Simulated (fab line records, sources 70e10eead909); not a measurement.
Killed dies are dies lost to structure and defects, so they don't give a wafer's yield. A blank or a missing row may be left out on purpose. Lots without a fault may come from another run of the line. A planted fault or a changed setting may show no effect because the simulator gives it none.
Chamber matching | flow nand_harc | NHARC_A_CONTACT_DEP_29 on pecvd-01: 3 sister chambers
The step deposits SiON, target thk 100 nm. 6 wafers are shown with their chamber, then 8 later ones without.

WAFERS WITH THEIR CHAMBER
wafer  | chamber | heater_power_w (W)
L082.6 | 0       | 664
L085.6 | 1       | 815
L086.1 | 2       | 585
L086.2 | 1       | 829
L086.6 | 0       | 578
L088.1 | 2       | 709

WAFERS WITHOUT THEIR CHAMBER
wafer  | heater_power_w (W)
L088.2 | 900
L088.4 | 705
L091.1 | 697
L091.4 | 665
L091.6 | 705
L095.2 | 602
L095.4 | 693
L095.5 | 858

WHICH CHAMBER EACH WENT THROUGH
wafer  | from the rows above          | in truth
L088.2 | 1                            | 1
L088.4 | can't be placed: 2 or 0 or 1 | 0
L091.1 | can't be placed: 2 or 0 or 1 | 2
L091.4 | can't be placed: 2 or 0      | 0
L091.6 | can't be placed: 2 or 0 or 1 | 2
L095.2 | can't be placed: 0 or 2      | 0
L095.4 | can't be placed: 2 or 0 or 1 | 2
L095.5 | 1                            | 1
Placed correctly: 2 of 8. Can't be placed from these rows: 6 (the true chamber is among the candidates in 6). Placed wrongly: 0.
How it was worked out, from the rows above alone: a wafer's distance from a chamber is the root of the sum, over the readings, of the square of ((its reading less the chamber's mean) divided by the reading's scatter). The wafer belongs to the nearest chamber; if the next one is less than 2 further off, it can't be placed. A chamber's mean is the mean of its shown wafers. The scatter: the root of (the sum of the squares of (reading less its chamber's mean) over the shown wafers, divided by (wafers less chambers)).
